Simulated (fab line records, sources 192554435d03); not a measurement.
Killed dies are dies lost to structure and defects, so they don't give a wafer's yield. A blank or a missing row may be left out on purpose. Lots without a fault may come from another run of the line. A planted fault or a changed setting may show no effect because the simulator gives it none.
fab line records | flow n5_finfet
record lots=10 wafers=28 last_day=18
route steps=1938 shown BEOL_M11@1570 PASSIVATION@1936
lots that met no fault: from a run of the same line without faults
start_h: hours from the record's first day to the start of the lot's first wafer shown | wait_h: hours since the lot's step before | " the same as in the row above | L1.1+2: a row that stands for several wafers | - no value, or no start given | * or withheld: withheld | < > ~ a bound
route shown NAME@n: a module of which the file shows steps, and the number in the route of the first | usual: mean/standard deviation of fault-free wafers | same: alike in all rows | chamber/n: place in a boat | sites: the reading at each site | _std_site: their standard deviation | _edge_site: outer sites' mean less inner sites' | radius_mm: how far each site lies from the wafer's centre | mask NAME#n: copy n | behind: the tool/chamber that last shaped the wafer | hold: why the lot was held/for how many hours/how that ended | device: the transistor (n, p or np) that didn't switch | end of line: the same wafers' tests at the end of the route | a step without rows: its recipe alone | killed: dies lost to structure and defects at the first sort, not the wafer's yield | map: a wafer's dies, x killed, . not, _ none there
set.NAME: the setting as run; set.NAME@STEP: as run at that earlier step | model.NAME: the simulator's own value behind a step, which no gauge read
steps of the route over a sample of lots; a table a step, a row a wafer
services: from which hour (start_h, from the record's first day; less than 0 if before it) a tool's chamber was out of use, for how many hours, and why
## steps
# step N5_BEOL_M11_INSPECT_30
# recipe mode=adi inspect_instrument=brightfield
# usual raw_defect_count=420/100
# columns lot.wafer tool chamber start_h wait_h raw_defect_count
L307.1 defect_inspect-01 - 278.54 0.0 499
L307.3 " - " " 566
L307.6 " - " " 452
L303.1 defect_inspect-02 - 278.57 0.0 336
L303.3 " - " " 331
L303.6 " - " " 428
L306.4 defect_inspect-01 - 281.58 0.0 415
L306.5 " - " " 630
L310.2 defect_inspect-01 - 315.26 0.0 444
L310.5 " - " " 481
L310.6 " - " " 550
L309.3 defect_inspect-01 - 316.35 0.0 272
L309.5 " - " " 403
L309.6 " - " " 331
L312.2 defect_inspect-02 - 316.52 0.0 274
L312.3 " - " " 409
L312.6 " - " " 295
L311.2 defect_inspect-01 - 316.76 0.0 497
L311.3 " - " " 413
L311.5 " - " " 577
L314.2 defect_inspect-02 - 340.50 0.0 564
L314.3 " - " " 458
L322.1 defect_inspect-02 - 388.89 0.0 475
L322.3 " - " " 486
L322.5 " - " " 402
L323.2 defect_inspect-02 - 389.33 0.0 502
L323.3 " - " " 368
L323.6 " - " " 506
# step N5_BEOL_M11_TRENCH_ETCH_37
# recipe chemistry=C4F6/O2 target_depth_a=1488.3 target=SiCOH_lowk time_s=48 ion_energy_ev=250 pressure_mtorr=30 source_w=345 bias_w=185 Ar_flow_sccm=300 C4F6_flow_sccm=10 O2_flow_sccm=10
# usual drypump_motor_current_A=5.7/0.31 oes_f_703_au=0.78/0.095 oes_product_au=0.79/0.096 rf_fwd_power_W=341.2/1.4 rf_vpp_V=670/8.3 showerhead_plenum_p_Torr=2.85/0.091 throttle_valve_pct=20.89/0.21
# columns lot.wafer tool chamber start_h wait_h drypump_motor_current_A oes_f_703_au oes_product_au rf_fwd_power_W rf_hours_counter_h rf_vpp_V showerhead_plenum_p_Torr throttle_valve_pct
L307.1 rie_diel-05 0 279.21 - 5.3 0.69 0.71 342.6 195 675 2.83 20.90
L307.3 " 3 " " 6.3 0.88 0.91 340.1 24 683 3.01 20.95
L307.6 " 1 " " 5.1 0.83 0.83 342.5 - 666 2.88 20.74
L303.1 rie_diel-05 3 279.67 - 6.3 0.87 0.91 340.3 24 683 3.01 20.97
L303.3 " 1 " " 5.1 0.83 0.84 343.6 62 664 2.88 20.73
L303.6 " 2 " " 5.9 0.75 0.72 342.0 - 654 2.83 20.76
L306.4 rie_diel-04 0 281.93 - 5.7 0.67 0.68 342.0 212 676 2.82 21.35
L306.5 " 3 " " 5.5 0.69 0.70 339.1 - 674 2.68 21.18
L310.2 rie_diel-05 2 315.60 - 5.9 0.74 0.71 340.9 191 654 2.82 20.78
L310.5 " 1 " " 5.1 0.82 0.81 341.0 - 665 2.88 20.75
L310.6 " 2 " " 5.9 0.74 0.71 341.4 - 653 2.82 20.78
L309.3 rie_diel-05 1 316.70 - 5.1 0.81 0.81 343.8 74 663 2.88 20.75
L309.5 " 0 " " 5.3 0.68 0.71 340.5 - 675 2.82 20.91
L309.6 " 1 " " 5.1 0.82 0.81 341.6 - 665 2.88 20.75
L312.2 rie_diel-04 0 316.99 - 5.7 0.67 0.68 341.8 224 676 2.82 21.38
L312.3 " 1 " " 5.9 0.66 0.70 341.8 211 673 2.94 20.93
L312.6 " 0 " " 5.7 0.66 0.68 342.7 - 676 2.82 21.39
L311.2 rie_diel-05 1 317.31 - 5.1 1.07 0.85 425.1 74 595 2.88 20.77
L311.3 " 0 " " 5.3 0.68 0.70 343.1 207 674 2.82 20.91
L311.5 " 0 " " 5.3 0.68 0.71 344.6 - 676 2.82 20.90
L314.2 rie_diel-04 1 340.85 - 5.9 0.66 0.68 341.2 219 673 2.93 20.93
L314.3 " 2 " " 5.8 0.85 0.87 342.2 37 661 2.80 20.71
L322.1 rie_diel-04 3 389.46 - 5.5 0.91 0.92 339.2 23 684 3.00 20.94
L322.3 " 2 " " 5.8 0.83 0.84 341.1 52 661 2.80 20.73
L322.5 " 0 " " 5.7 0.64 0.65 340.7 - 676 2.80 21.42
L323.2 rie_diel-02 3 389.97 - 5.5 0.82 0.84 341.5 56 668 2.77 21.03
L323.3 " 1 " " 5.8 0.83 0.84 342.1 43 667 2.91 20.62
L323.6 " 2 " " 5.7 0.85 0.86 342.2 - 669 2.90 20.71
# step N5_BEOL_M11_STRIP_77
# recipe chemistry=N2/H2 time_s=10 power_w=450 temp_c=40 pressure_mtorr=20 rf_frequency_hz=6e+07 bias_power_w=7 n2_flow_sccm=200 h2_flow_sccm=200
# usual drypump_motor_current_A=5.7/0.31 n2_flow_sccm=200.0/0.61 oes_product_au=0.79/0.094 rf_vpp_V=59.1/0.88 showerhead_plenum_p_Torr=2.55/0.088 throttle_valve_pct=23.62/0.22
# columns lot.wafer tool chamber start_h wait_h drypump_motor_current_A n2_flow_sccm oes_product_au rf_hours_counter_h rf_vpp_V showerhead_plenum_p_Torr throttle_valve_pct
L307.1 rie_diel-05 0 - - 5.3 200.3 0.71 195 58.7 2.51 23.31
L307.3 " 3 " " 6.3 200.3 0.91 24 60.3 2.71 23.83
L307.6 " 1 " " 5.1 200.1 0.83 - 58.4 2.57 23.48
L303.1 rie_diel-05 3 - - 6.3 200.4 0.90 25 60.3 2.71 23.83
L303.3 " 1 " " 5.1 200.0 0.82 62 60.1 2.57 23.48
L303.6 " 2 " " 5.8 201.1 0.71 - 59.9 2.51 23.25
L306.4 rie_diel-04 0 - - 5.7 199.2 0.70 212 58.0 2.50 23.83
L306.5 " 3 " " 5.5 199.1 0.69 - 58.2 2.40 23.89
L310.2 rie_diel-05 2 - - 5.9 200.1 0.70 191 58.8 2.51 23.28
L310.5 " 1 " " 5.1 199.9 0.82 - 58.4 2.57 23.49
L310.6 " 2 " " 5.8 200.3 0.71 - 59.8 2.51 23.28
L309.3 rie_diel-05 1 - - 5.1 200.4 0.82 74 58.9 2.57 23.50
L309.5 " 0 " " 5.3 199.8 0.71 - 59.5 2.50 23.34
L309.6 " 1 " " 5.1 200.1 0.81 - 58.8 2.57 23.48
L312.2 rie_diel-04 0 - - 5.7 199.7 0.69 225 59.2 2.49 23.86
L312.3 " 1 " " 5.9 198.9 0.70 211 58.0 2.64 23.82
L312.6 " 0 " " 5.7 200.5 0.69 - 59.1 2.49 23.86
L311.2 rie_diel-05 1 - - 5.1 200.6 0.81 74 57.6 2.57 23.50
L311.3 " 0 " " 5.3 200.0 0.71 207 58.9 2.50 23.34
L311.5 " 0 " " 5.3 199.9 0.71 - 57.9 2.50 23.32
L314.2 rie_diel-04 1 - - 5.9 199.6 0.70 219 59.4 2.63 23.83
L314.3 " 2 " " 5.8 201.0 0.88 37 58.4 2.50 23.52
L322.1 rie_diel-04 3 - - 5.5 200.1 0.91 23 60.2 2.71 23.82
L322.3 " 2 " " 5.8 200.7 0.85 52 59.0 2.49 23.55
L322.5 " 0 " " 5.7 200.9 0.67 - 58.5 2.48 23.89
L323.2 rie_diel-02 3 - - 5.5 199.9 0.84 56 59.3 2.46 23.80
L323.3 " 1 " " 5.9 199.5 0.86 43 59.5 2.60 23.22
L323.6 " 2 " " 5.7 200.3 0.84 - 59.9 2.59 23.67
# step N5_BEOL_M11_OCD_MEAS_38
# usual trench_depth_nm=147.5/2.9
# columns lot.wafer tool chamber start_h wait_h trench_depth_nm
L307.1 ocd-01 - 279.39 - 146.0
L307.3 " - " " 149.9
L307.6 " - " " 149.8
L303.1 ocd-02 - 279.85 - 147.9
L303.3 " - " " 149.8
L303.6 " - " " 147.2
L306.4 ocd-02 - 282.11 - 142.0
L306.5 " - " " 148.7
L310.2 ocd-01 - 315.78 - 149.1
L310.5 " - " " 149.3
L310.6 " - " " 148.8
L309.3 ocd-02 - 316.88 - 149.1
L309.5 " - " " 147.6
L309.6 " - " " 149.2
L312.2 ocd-02 - 317.17 - 142.3
L312.3 " - " " 150.2
L312.6 " - " " 143.1
L311.2 ocd-02 - 317.50 - 160.0
L311.3 " - " " 145.9
L311.5 " - " " 148.1
L314.2 ocd-02 - 341.04 - 145.1
L314.3 " - " " 148.7
L322.1 ocd-02 - 389.65 - 151.2
L322.3 " - " " 148.7
L322.5 " - " " 139.0
L323.2 ocd-01 - 390.16 - 150.7
L323.3 " - " " 147.2
L323.6 " - " " 150.2
# step N5_BEOL_M11_DEGAS_44
# recipe ambient=vacuum temp_c=250 time_s=60
# usual heater_power_w=334/30
# columns lot.wafer tool chamber start_h wait_h heater_power_w
L307.1 pvd_sputter-03 - 280.60 0.9 392
L307.3 " - " " 371
L307.6 " - " " 377
L303.1 pvd_sputter-01 - 281.75 1.6 299
L303.3 " - " " 268
L303.6 " - " " 317
L306.4 pvd_sputter-01 - 282.97 0.3 262
L306.5 " - " " 322
L310.2 pvd_sputter-02 - 316.61 0.5 333
L310.5 " - " " 337
L310.6 " - " " 333
L309.3 pvd_sputter-02 - 317.57 0.3 334
L309.5 " - " " 340
L309.6 " - " " 329
L312.2 pvd_sputter-02 - 318.17 0.7 331
L312.3 " - " " 308
L312.6 " - " " 311
L311.2 pvd_sputter-02 - 318.25 0.5 321
L311.3 " - " " 341
L311.5 " - " " 324
L314.2 pvd_sputter-03 - 342.62 1.3 333
L314.3 " - " " 320
L322.1 pvd_sputter-02 - 390.45 0.6 313
L322.3 " - " " 328
L322.5 " - " " 308
L323.2 pvd_sputter-02 - 390.77 0.3 311
L323.3 " - " " 328
L323.6 " - " " 342
# step N5_BEOL_M11_THK_MEAS_53
# recipe thk_meas_gauge=xrf reads=Cu_of_BEOL_M11_ECD_50
# usual M11_THK=138/3.3
# columns lot.wafer tool chamber start_h wait_h M11_THK[nm]
L307.1 film_metro-02 - 282.74 - 134
L307.3 " - " " 139
L307.6 " - " " 140
L303.1 film_metro-01 - 283.15 - 138
L303.3 " - " " 139
L303.6 " - " " 137
L306.4 film_metro-02 - 284.94 - 130
L306.5 " - " " 139
L310.2 film_metro-01 - 318.75 - 137
L310.5 " - " " 138
L310.6 " - " " 138
L309.3 film_metro-01 - 319.61 - 138
L309.5 " - " " 135
L309.6 " - " " 137
L312.2 film_metro-01 - 320.01 - 130
L312.3 " - " " 137
L312.6 " - " " 132
L311.2 film_metro-01 - 320.80 - 148
L311.3 " - " " 136
L311.5 " - " " 137
L314.2 film_metro-02 - 344.11 - 136
L314.3 " - " " 140
L322.1 film_metro-02 - 392.27 - 140
L322.3 " - " " 140
L322.5 " - " " 131
L323.2 film_metro-02 - 392.77 - 142
L323.3 " - " " 140
L323.6 " - " " 144
# step N5_BEOL_M11_RS_MEAS_57
# recipe thk_meas_gauge=four-point-probe reads=Cu_of_BEOL_M11_ECD_50+Co_of_BEOL_M11_CVD_75+TaN_of_BEOL_M11_ALD_74
# usual M11_RS=0.153/0.0039
# columns lot.wafer tool chamber start_h wait_h M11_RS[ohm/sq]
L307.1 film_metro-02 - 282.87 0.0 0.156
L307.3 " - " " 0.150
L307.6 " - " " 0.150
L303.1 film_metro-02 - 283.27 0.0 0.153
L303.3 " - " " 0.150
L303.6 " - " " 0.154
L306.4 film_metro-01 - 285.06 0.0 0.163
L306.5 " - " " 0.151
L310.2 film_metro-01 - 318.87 0.0 0.153
L310.5 " - " " 0.151
L310.6 " - " " 0.151
L309.3 film_metro-01 - 319.74 0.0 0.150
L309.5 " - " " 0.153
L309.6 " - " " 0.151
L312.2 film_metro-01 - 320.14 0.0 0.162
L312.3 " - " " 0.152
L312.6 " - " " 0.159
L311.2 film_metro-02 - 320.92 0.0 0.140
L311.3 " - " " 0.155
L311.5 " - " " 0.153
L314.2 film_metro-02 - 344.24 0.0 0.155
L314.3 " - " " 0.150
L322.1 film_metro-01 - 392.39 0.0 0.149
L322.3 " - " " 0.150
L322.5 " - " " 0.161
L323.2 film_metro-01 - 392.89 0.0 0.149
L323.3 " - " " 0.150
L323.6 " - " " 0.147
# step N5_PASSIVATION_PROBE_49
# usual defect_limited_yield=91.2/1.6 killed_at_M0_to_M3=35/11 killed_at_M4_up=14/5.4 killed_at_contacts=13/6 killed_at_front_end=38/11 killed_at_other=3.4/2.6 killed_dies=104/19 killed_open=68/13 killed_short=34/8.5 sort_bin_5_function=5.1/1 sort_bin_6_memory=3.3/0.72 sort_bin_8_speed=0.1/0.9 sort_n_pass=1075/22 sort_yield_pct=91.1/1.9
# same gross_dies=1180 killed_at_back_side=0 sort_bin_4_leakage[%]=0
# columns lot.wafer tool chamber start_h wait_h defect_limited_yield[%] killed_at_M0_to_M3 killed_at_M4_up killed_at_contacts killed_at_front_end killed_at_other killed_dies killed_open killed_short sort_bin_5_function[%] sort_bin_6_memory[%] sort_bin_8_speed[%] sort_n_pass sort_yield_pct[%]
L307.1 prober-01 - 333.48 0.0 92.3 25 10 8 43 5 91 66 17 4.6 2.4 0 1089 92.3
L307.3 prober-01 - 333.58 0.1 89.8 54 8 12 46 0 120 67 52 6.5 3.1 0 1060 89.8
L307.6 prober-01 - 333.73 0.3 92.7 30 7 7 42 0 86 59 23 4.3 2.8 0 1094 92.7
L306.4 prober-02 - 346.54 0.2 91.6 19 22 17 36 5 99 58 36 4.5 3.1 0 1081 91.6
L306.5 prober-02 - 346.59 0.2 90.3 36 28 4 43 4 115 69 44 5.4 4.0 5.8 996 84.4
L311.2 prober-01 - 367.17 0.1 91.4 36 15 12 37 2 102 61 41 5.7 2.5 0 1078 91.4
L311.3 prober-01 - 367.22 0.1 89.7 55 14 12 32 8 121 82 39 6.1 3.8 0 1059 89.7
L311.5 prober-01 - 367.32 0.2 91.4 37 9 16 39 1 102 67 35 4.5 3.9 0 1078 91.4
# killed by level:class
L307.1 FIN_SAQP:geometric_particle:open=12 HKMG_FIN:area_etch=8 STI_FIN_REVEAL:geometric_particle:open=7 MOL_CONTACT_COAG:geometric_particle:open=7 BEOL_M2:geometric_particle:open=7 BEOL_M0_SAQP:geometric_particle:open=6 GATE_CUT:geometric_particle:open=5 BEOL_M1:geometric_particle:open=5
L307.3 BEOL_M0_SAQP:geometric_particle:short=20 BEOL_M0_SAQP:geometric_particle:open=12 FIN_SAQP:geometric_particle:open=10 STI_FIN_REVEAL:geometric_particle:open=8 GATE_CUT:geometric_particle:short=8 BEOL_M1:geometric_particle:open=8 FIN_SAQP:geometric_particle:short=7 MOL_CONTACT_COAG:geometric_particle:open=6
L307.6 FIN_SAQP:geometric_particle:open=10 BEOL_M1:geometric_particle:open=9 STI_FIN_REVEAL:geometric_particle:open=8 GATE_CUT:geometric_particle:short=8 BEOL_M2:geometric_particle:open=8 BEOL_M0_SAQP:geometric_particle:short=7 STARTING-WAFER:geometric_particle:open=5 MOL_CONTACT_COAG:geometric_particle:open=5
L306.4 BEOL_M4:geometric_particle:open=10 MOL_CONTACT_COAG:geometric_particle:open=10 FIN_SAQP:geometric_particle:short=8 MOL_CONTACT_COAG:geometric_particle:short=7 FIN_SAQP:geometric_particle:open=6 BEOL_M1:geometric_particle:open=6 HKMG_FIN:area_etch=5 BEOL_M0:geometric_particle:open=4
L306.5 BEOL_M4:geometric_particle:open=15 FIN_SAQP:geometric_particle:open=13 FIN_SAQP:geometric_particle:short=10 BEOL_M0:geometric_particle:open=8 BEOL_M4:geometric_particle:short=8 BEOL_M1:geometric_particle:open=7 BEOL_M0_SAQP:geometric_particle:short=6 BEOL_M0_SAQP:geometric_particle:open=5
L311.2 FIN_SAQP:geometric_particle:open=9 BEOL_M0_SAQP:geometric_particle:short=9 GATE_CUT:geometric_particle:short=8 MOL_CONTACT_COAG:geometric_particle:open=7 STI_FIN_REVEAL:geometric_particle:open=6 BEOL_M1:geometric_particle:open=6 BEOL_M2:geometric_particle:open=6 BEOL_M3:geometric_particle:open=6
L311.3 BEOL_M0_SAQP:geometric_particle:short=13 BEOL_M0_SAQP:geometric_particle:open=12 BEOL_M3:geometric_particle:open=12 MOL_CONTACT_COAG:geometric_particle:open=11 STI_FIN_REVEAL:geometric_particle:open=8 BEOL_M2:geometric_particle:open=7 BEOL_M1:geometric_particle:open=5 STI_FIN_REVEAL:geometric_particle:short=4
L311.5 MOL_CONTACT_COAG:geometric_particle:open=11 FIN_SAQP:geometric_particle:open=10 BEOL_M2:geometric_particle:open=10 FIN_SAQP:geometric_particle:short=7 BEOL_M3:geometric_particle:open=7 MOL_CONTACT_COAG:geometric_particle:short=5 BEOL_M0_SAQP:geometric_particle:open=5 BEOL_M0_SAQP:geometric_particle:short=5
## services
# columns tool chamber start_h hours kind
rie_diel-02 - 257.01 2.8 pm
rie_diel-02 3 261.30 17.6 repair
rie_diel-04 3 301.26 - clean
rie_diel-04 3 301.26 - consumable_replace:focus_ring
rie_diel-04 3 301.26 - consumable_replace:showerhead
rie_diel-04 3 301.26 23.8 scheduled_down
rie_diel-04 3 301.26 23.8 vent_cycle
rie_diel-02 1 307.24 11.4 repair
rie_diel-05 - 330.98 14.6 pm
pvd_sputter-01 - 352.83 2.6 repair
rie_diel-02 0 377.97 - clean
rie_diel-02 0 377.97 - consumable_replace:focus_ring
rie_diel-02 0 377.97 - consumable_replace:showerhead
rie_diel-02 0 377.97 28.3 scheduled_down
rie_diel-02 0 377.97 28.3 vent_cycle
rie_diel-05 - 379.52 0.5 repair
rie_diel-02 3 381.15 5.7 repair
rie_diel-04 0 389.62 - clean
rie_diel-04 0 389.62 - consumable_replace:focus_ring
rie_diel-04 0 389.62 32.8 scheduled_down
rie_diel-04 0 389.62 32.8 vent_cycle
## key
first_sign step=N5_BEOL_M11_TRENCH_ETCH_37 reading=rf_fwd_power_W direction=up sigmas=60 usual=* struck=*
effect step=N5_BEOL_M11_TRENCH_ETCH_37 reading=rf_vpp_V direction=down sigmas=9 usual=670 struck=595
effect step=N5_BEOL_M11_OCD_MEAS_38 reading=trench_depth_nm direction=up sigmas=4.3 usual=147.5 struck=160.0
effect step=N5_BEOL_M11_THK_MEAS_53 reading=M11_THK direction=up sigmas=3.1 usual=138 struck=148
effect step=N5_BEOL_M11_RS_MEAS_57 reading=M11_RS direction=down sigmas=3.2 usual=0.153 struck=0.140
met_at N5_BEOL_M11_TRENCH_ETCH_37
struck_lots L311
struck_wafers L311.2
not_acting_at N5_BEOL_M11_INSPECT_30,N5_BEOL_M11_STRIP_77,N5_BEOL_M11_DEGAS_44
onset_between 316.70 317.31
fault kind=process_parameter_drift tool=rie_diel-05 chamber=1 onset_h=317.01 steps=N5_BEOL_M11_TRENCH_ETCH_37 channel=source_w offset=82.8 shape=step end_h=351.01 acts_in=these_recipes_only stated=345
